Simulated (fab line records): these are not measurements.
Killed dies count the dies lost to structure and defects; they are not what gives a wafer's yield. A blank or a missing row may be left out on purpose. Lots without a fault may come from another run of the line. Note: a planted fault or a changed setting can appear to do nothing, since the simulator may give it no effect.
Which of the tools did it? | flow nand harc | Sampling: 11 lots, 33 wafers, 5 of 1159 route steps

## WHAT THE GAUGES SHOWED, per wafer
NHARC_A_BONDPAD_CD_MEAS_09 targets a cd of 500 nm.
lot  | measured     | on        | cd nm (nm)
L545 | day 17 19:14 | cd sem-03 | 499.0 498.8 499.4
L546 | day 18 02:43 | cd sem-01 | 500.8 500.7 500.2
L547 | day 18 03:35 | cd sem-03 | 499.0 499.7 499.8
L548 | day 18 08:29 | cd sem-01 | 499.7 500.5 501.8
L550 | day 19 05:59 | cd sem-02 | 499.6 498.8 499.2
L553 | day 20 04:17 | cd sem-01 | 499.3 500.3 500.4
L554 | day 20 04:41 | cd sem-02 | 500.1 499.4 500.0
L556 | day 20 13:05 | cd sem-01 | 498.8 500.8 500.0
L558 | day 20 22:51 | cd sem-02 | 500.2 499.5 502.1
L566 | day 23 14:16 | cd sem-03 | 499.2 500.8 500.7
L567 | day 23 16:02 | cd sem-03 | 499.8 499.7 499.4

NHARC_END_SORT_01.
lot  | measured     | on        | defect limited yield (%) | killed at array | killed at other | killed at periphery | killed dies | killed open | killed short | sort_bin_2_pct (%) | sort_bin_3_pct (%) | sort_bin_4_pct (%) | sort n pass | sort rim yield pct (%) | sort yield pct (%)
L545 | day 19 07:01 | prober-01 | 96.9 97.0 97.0           | 18 15 15        | 0 0 2           | 3 5 3               | 21 20 20    | 3 3 2       | 4 0 3        | 1.0 0.4 0.4        | 0.15 0.30 0.30     | 1.9 2.2 2.2        | 656 657 657 | 91.5 98.1 91.5         | 96.9 97.0 97.0
L546 | day 19 06:15 | prober-02 | 95.1 96.9 96.2           | 30 19 24        | 2 1 1           | 1 1 1               | 33 21 26    | 4 4 3       | 2 0 4        | 1.2 1.0 0.9        | 0.30 0.30 0        | 3.4 1.8 3.0        | 644 656 651 | 97.2 95.3 98.1         | 95.1 96.9 96.2
L547 | day 20 04:15 | prober-02 | 96.9 96.2 96.8           | 19 23 22        | 0 0 0           | 2 3 0               | 21 26 22    | 1 3 4       | 1 1 3        | 0.9 0.7 1.2        | 0 0 0.15           | 2.2 3.1 1.9        | 656 651 655 | 97.2 99.1 99.1         | 96.9 96.2 96.8
L548 | day 19 19:38 | prober-02 | 95.1 95.7 96.3           | 27 23 17        | 1 2 1           | 5 4 7               | 33 29 25    | 4 1 6       | 1 2 2        | 1.9 1.5 0.7        | 0.30 0.30 0        | 2.7 2.5 3.0        | 644 648 652 | 99.1 98.1 92.5         | 95.1 95.7 96.3
L550 | day 20 14:37 | prober-01 | 94.4 94.7 94.7           | 35 34 32        | 1 1 1           | 2 1 3               | 38 36 36    | 3 0 1       | 4 0 4        | 2.2 2.1 1.3        | 0 0.30 0.59        | 3.4 3.0 3.4        | 639 641 641 | 93.4 98.1 98.1         | 94.4 94.7 94.7
L553 | day 21 14:29 | prober-01 | 92.3 90.5 93.2           | 46 58 43        | 1 2 0           | 5 4 3               | 52 64 46    | 4 10 5      | 4 3 1        | 2.8 2.8 2.2        | 0.44 0.30 0.44     | 4.4 6.4 4.1        | 625 613 631 | 94.3 98.1 99.1         | 92.3 90.5 93.2
L554 | day 21 13:43 | prober-02 | 97.0 96.6 98.1           | 17 21 9         | 0 1 0           | 3 1 4               | 20 23 13    | 2 4 0       | 4 3 3        | 0.7 0.7 1.2        | 0.30 0.59 0        | 1.9 2.1 0.7        | 657 654 664 | 97.2 98.1 97.2         | 97.0 96.6 98.1
L556 | day 21 20:42 | prober-01 | 95.1 95.1 93.8           | 28 27 36        | 2 0 0           | 3 6 6               | 33 33 42    | 3 5 5       | 0 3 1        | 1.2 1.9 1.2        | 0 0.30 0.30        | 3.7 2.7 4.7        | 644 644 635 | 98.1 94.3 97.2         | 95.1 95.1 93.8
L558 | day 22 07:37 | prober-01 | 92.5 93.1 94.7           | 45 45 35        | 0 0 0           | 6 2 1               | 51 47 36    | 4 2 7       | 1 3 1        | 2.7 2.8 1.3        | 0.30 0.30 0.30     | 4.6 3.8 3.7        | 626 630 641 | 93.4 97.2 97.2         | 92.5 93.1 94.7
L566 | day 24 20:20 | prober-01 | 0 0 0                    | 676 674 673     | 0 0 0           | 1 3 4               | 677 677 677 | 3 2 6       | 0 2 2        | 98.1 96.0 96.9     | 0.30 0.74 0.15     | 1.6 3.2 3.0        | 0 0 0       | 0 0 0                  | 0 0 0
L567 | day 25 03:21 | prober-01 | 0 0 0                    | 673 675 674     | 1 1 1           | 3 1 2               | 677 677 677 | 5 5 2       | 4 0 4        | 96.9 96.3 97.0     | 0.15 0 0.44        | 3.0 3.7 2.5        | 0 0 0       | 0 0 0                  | 0 0 0

## EACH LOT AND THE TOOL THAT RAN IT (in order: tool; ch and the chambers of the sampled wafers; start)
lot  | NHARC_A_M1_ETCH_15                            | NHARC_A_M1_ANNEAL_31             | NHARC_A_BONDPAD_ETCH_12
L545 | rie diel-01 ch 0,1, day 17 16:26 or earlier   | rtp anneal-01 ch 0, day 17 16:26 | rie diel-06 ch 1,2, day 17 19:38
L546 | rie diel-03 ch 0,2, day 18 00:04 or earlier   | rtp anneal-01 ch 0, day 18 00:04 | rie diel-06 ch 0,1, day 18 03:07
L547 | rie diel-01 ch 0,2, day 18 00:46 or earlier   | rtp anneal-01 ch 0, day 18 00:46 | rie diel-02 ch 0,1,3, day 18 03:59
L548 | rie diel-03 ch 1,2,3, day 18 05:43 or earlier | rtp anneal-02 ch 0, day 18 05:43 | rie diel-06 ch 0,1,2, day 18 08:52
L550 | rie diel-03 ch 0,2,3, day 19 03:04 or earlier | rtp anneal-02 ch 0, day 19 03:04 | rie diel-06 ch 1,2,3, day 19 06:22
L553 | rie diel-03 ch 0,2,3, day 20 01:47 or earlier | rtp anneal-01 ch 0, day 20 01:47 | rie diel-06 ch 1,2, day 20 04:41
L554 | rie diel-03 ch 1,2,3, day 20 02:05 or earlier | rtp anneal-02 ch 0, day 20 02:05 | rie diel-02 ch 1,2,3, day 20 05:15
L556 | rie diel-01 ch 1,2, day 20 10:28 or earlier   | rtp anneal-01 ch 0, day 20 10:28 | rie diel-06 ch 1,2, day 20 13:29
L558 | rie diel-01 ch 1,3, day 20 19:59 or earlier   | rtp anneal-01 ch 0, day 20 19:59 | rie diel-11 ch 0,1,3, day 20 23:14
L566 | rie diel-07 ch 0,1,2, day 23 11:32 or earlier | rtp anneal-02 ch 0, day 23 11:32 | rie diel-02 ch 0,2,3, day 23 14:40
L567 | rie diel-07 ch 0,1,2, day 23 13:23 or earlier | rtp anneal-01 ch 0, day 23 13:23 | rie diel-02 ch 0,1,3, day 23 16:32
- NHARC_A_M1_ETCH_15: etches the open film in C4F8/Ar, target depth 182.5 nm, time 91.2 s.
- NHARC_A_M1_ANNEAL_31: time 90 s.
- NHARC_A_BONDPAD_ETCH_12: etches the open film in CHF3/O2, target depth 220 nm, time 110 s.

## WHAT THE TOOLS THEMSELVES READ (means of the sampled wafers that have a number; where no wafer has one, the mark that the record gives instead)
NHARC_A_M1_ETCH_15.
lot  | tool        | oes product au (a.u.) | rf fwd power W (W) | rf vpp V (V)
L545 | rie diel-01 | 0.936                 | 598.1              | 440.2
L546 | rie diel-03 | 0.969                 | 597.0              | 441.7
L547 | rie diel-01 | 0.971                 | 596.6              | 441.6
L548 | rie diel-03 | 0.977                 | 595.9              | 441.2
L550 | rie diel-03 | 0.965                 | 592.7              | 441.6
L553 | rie diel-03 | 0.961                 | 593.7              | 441.3
L554 | rie diel-03 | 0.922                 | 595.1              | 441.3
L556 | rie diel-01 | 0.976                 | 597.3              | 442.0
L558 | rie diel-01 | 0.967                 | 594.6              | 439.3
L566 | rie diel-07 | 0.932                 | 596.3              | 440.0
L567 | rie diel-07 | 0.962                 | 596.0              | 440.2

NHARC_A_M1_ANNEAL_31.
lot  | tool          | wafer_temp_C_max
L545 | rtp anneal-01 | 225.7
L546 | rtp anneal-01 | 225.9
L547 | rtp anneal-01 | 226.0
L548 | rtp anneal-02 | 226.1
L550 | rtp anneal-02 | 226.0
L553 | rtp anneal-01 | 226.4
L554 | rtp anneal-02 | 226.5
L556 | rtp anneal-01 | 226.1
L558 | rtp anneal-01 | 225.9
L566 | rtp anneal-02 | 226.3
L567 | rtp anneal-01 | 225.9

NHARC_A_BONDPAD_ETCH_12.
lot  | tool        | chf3 flow sccm (sccm) | drypump motor current A (A) | mfc ar sccm (sccm) | oes product au (a.u.) | rf fwd power W (W) | rf vpp V (V) | showerhead plenum p Torr (Torr) | throttle valve pct (%)
L545 | rie diel-06 | 49.96                 | 6.4                         | 199.9              | 0.948                 | 497.7              | 371.6        | 2.49                            | 20.575
L546 | rie diel-06 | 50.07                 | 6.1                         | 199.7              | 0.959                 | 496.0              | 373.7        | 2.53                            | 20.577
L547 | rie diel-02 | 49.95                 | 5.7                         | 200.5              | 0.922                 | 497.8              | 371.4        | 2.49                            | 20.572
L548 | rie diel-06 | 50.01                 | 6.1                         | 199.7              | 0.917                 | 495.8              | 372.4        | 2.49                            | 20.579
L550 | rie diel-06 | 49.91                 | 6.2                         | 199.8              | 0.964                 | 496.5              | 372.9        | 2.49                            | 20.580
L553 | rie diel-06 | 49.96                 | 6.4                         | 200.5              | 0.964                 | 496.4              | 372.5        | 2.49                            | 20.564
L554 | rie diel-02 | 50.00                 | 5.4                         | 199.6              | 0.922                 | 497.1              | 369.9        | 2.39                            | 20.572
L556 | rie diel-06 | 50.03                 | 6.2                         | 199.9              | 0.966                 | 497.5              | 373.7        | 2.46                            | 20.569
L558 | rie diel-11 | 50.06                 | 5.8                         | 200.0              | 0.925                 | 498.5              | 372.3        | 2.46                            | 20.558
L566 | rie diel-02 | 50.05                 | 5.9                         | 199.7              | 0.702                 | 297.4              | 370.4        | 2.42                            | 20.572
L567 | rie diel-02 | 50.13                 | 5.7                         | 200.3              | 0.702                 | 297.9              | 372.7        | 2.48                            | 20.570

## THE ANSWER, worked out from the rows above alone
Rule: the usual values come from the lots themselves. Put in order of their means at a reading, lots are off if they are a third of the lots or fewer, leave a main group of 4 or more, and stand apart from it by a gap of 3 or more times the standard deviation of the main group's means; of several such gaps the widest counts. A main group is skipped when, at the precision printed for the reading in the tables above, its means are all equal. A lot without any number at a reading at which 4 lots or more have one is off too. All remaining lots with rows at the step are treated as sound. The gauges are gone through in route order, then the tools' own readings, and for those a lot's mean is taken as printed above. The first step at which some lot is off is used, and at that step the reading that is off furthest; a lot without a number counts as furthest.
Off at NHARC_END_SORT_01 (sort_bin_2_pct): L566, L567. The main group has a mean of 1.4 % with a standard deviation of 0.64.
A tool fits if, at a process step before that reading, it ran every lot that is off, and no sound lot after the first of them. The gauges at NHARC_END_SORT_01 aren't tried: what is off there is off at NHARC_A_BONDPAD_ETCH_12 too, on other tools, and a gauge's error can't cause that. NHARC_A_M1_ETCH_15: start missing for some lots; hours and lot order therefore follow NHARC_A_M1_ANNEAL_31. 2 tools fit, rie diel-07 at NHARC_A_M1_ETCH_15 and rie diel-02 at NHARC_A_BONDPAD_ETCH_12, so this cannot tell which one it is.

## WHAT THE SIMULATOR HAD PUT IN
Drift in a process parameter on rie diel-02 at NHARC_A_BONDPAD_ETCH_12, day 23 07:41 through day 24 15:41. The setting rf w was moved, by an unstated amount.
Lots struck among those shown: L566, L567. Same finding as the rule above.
